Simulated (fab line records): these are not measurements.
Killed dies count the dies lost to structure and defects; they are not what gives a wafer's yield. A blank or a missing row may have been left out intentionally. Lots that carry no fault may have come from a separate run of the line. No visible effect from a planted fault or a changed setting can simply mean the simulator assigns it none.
What tool caused it? + flow nand-harc + 60 wafers sampled from 20 lots at 1 step of a route of 1159

== WHAT THE GAUGES SHOWED, per wafer ==
NHARC_A_SOURCE_PLATE_THK_MEAS_06: measures by ellipsometry.
| lot  | measured     | on            | thk-nm (nm)       |
|------|--------------|---------------|-------------------|
| L076 | day 8 01:03  | film-metro-01 | 202.0 200.4 199.5 |
| L074 | day 8 01:03  | film-metro-02 | 198.3 200.4 197.1 |
| L075 | day 8 01:05  | film-metro-01 | 198.7 201.5 202.2 |
| L077 | day 8 05:26  | film-metro-02 | 202.3 203.6 203.7 |
| L079 | day 8 14:58  | film-metro-01 | 199.2 197.1 198.9 |
| L078 | day 8 14:58  | film-metro-02 | 200.7 199.5 199.0 |
| L081 | day 8 22:26  | film-metro-01 | 201.5 202.3 199.6 |
| L083 | day 9 19:35  | film-metro-02 | 195.9 198.4 196.3 |
| L082 | day 9 19:37  | film-metro-02 | 199.3 198.2 202.8 |
| L086 | day 10 20:17 | film-metro-02 | 198.8 198.4 198.3 |
| L087 | day 10 20:17 | film-metro-01 | 202.0 201.2 201.2 |
| L088 | day 11 00:19 | film-metro-01 | 197.9 197.8 199.9 |
| L089 | day 11 09:49 | film-metro-02 | 200.0 199.2 197.1 |
| L090 | day 11 09:49 | film-metro-01 | 198.1 196.6 199.0 |
| L091 | day 12 05:40 | film-metro-02 | 199.4 201.9 197.6 |
| L093 | day 12 05:40 | film-metro-02 | 204.0 206.0 202.2 |
| L094 | day 12 05:41 | film-metro-01 | 199.1 200.4 200.2 |
| L095 | day 12 15:41 | film-metro-02 | 202.9 202.2 200.6 |
| L096 | day 13 00:03 | film-metro-01 | 199.7 198.8 195.5 |
| L097 | day 13 17:56 | film-metro-02 | 201.0 200.0 201.4 |

== WHAT TOOL EACH LOT RAN ON (gives the tool, then ch and the chambers of the sampled wafers, and finally the start) ==
Record: no process step prior to these readings.

== AS READ BY THE TOOLS THEMSELVES (means over the sampled wafers that have a number; for cases with no such wafer, the mark the record gives instead) ==
The record holds no such reading with a usual standard deviation.

== THE ANSWER, worked out from the rows above alone ==
Rule: the usual values come from the lots themselves. The widest of any qualifying gaps counts: lots, ordered by their means at a reading, are off when they make up no more than a third of the lots, leave a main group of 4 or more, and stand apart from it by 3 or more times the standard deviation of that group's means. A main group whose means are all the same, to the digits that the tables above print for the reading, isn't used. A lot without any number at a reading at which 4 lots or more have one is off too. The other lots that the step has rows for count as sound. The gauges are gone through in route order, then the tools' own readings, and for those a lot's mean is taken as printed above. At the first step where some lot is off, the reading lying furthest off is the one used; lots without a number count as furthest.
No lot is off at any reading shown: from this, nothing can be told.

== WHAT THE SIMULATOR PUT IN ==
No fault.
